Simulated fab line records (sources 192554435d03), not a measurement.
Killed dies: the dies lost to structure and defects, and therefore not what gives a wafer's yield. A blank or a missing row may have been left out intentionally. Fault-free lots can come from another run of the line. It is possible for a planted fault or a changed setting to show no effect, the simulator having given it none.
Matching of chambers -- flow n5Finfet -- aldSin-04 running N5_BEOL_M2_ALD_98: 4 sister chambers
The step deposits SiO2, target thk 2.5 nm, pulse time 1 s, co reactant pulse time 1 s. 4 wafers are shown with their chamber, then 9 later ones without.

WAFERS, EACH WITH ITS CHAMBER
wafer,chamber,heaterPowerW (W)
L086.1,1,77
L086.6,2,80
L088.5,0,94
L088.6,3,86

WAFERS WHOSE CHAMBER IS MISSING
wafer,heaterPowerW (W)
L092.2,79
L092.4,81
L092.6,79
L094.1,96
L094.2,80
L094.3,88
L094.4,79
L094.5,79
L094.6,82

CHAMBER TAKEN BY EACH
wafer,from the rows above,in truth
L092.2,can't be placed: 2 or 1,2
L092.4,2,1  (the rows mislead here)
L092.6,can't be placed: 2 or 1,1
L094.1,0,0
L094.2,2,2
L094.3,3,3
L094.4,can't be placed: 2 or 1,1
L094.5,can't be placed: 2 or 1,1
L094.6,can't be placed: 2 or 3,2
Correctly placed: 3 of 9. Can't be placed from these rows: 5 (the true chamber is among the candidates in 5). Number placed wrongly: 1.
How it was worked out, from the rows above alone: a wafer's distance from a chamber is the root of the sum, over the readings, of the square of ((its reading less the chamber's mean) divided by the reading's scatter). If the next closest chamber is less than 2 further off than the closest, the wafer can't be placed; otherwise it belongs to the closest. A chamber's mean is the mean of its shown wafers. The scatter: root of mean squared gap, hidden wafer to nearest shown wafer, with one shown wafer a chamber.
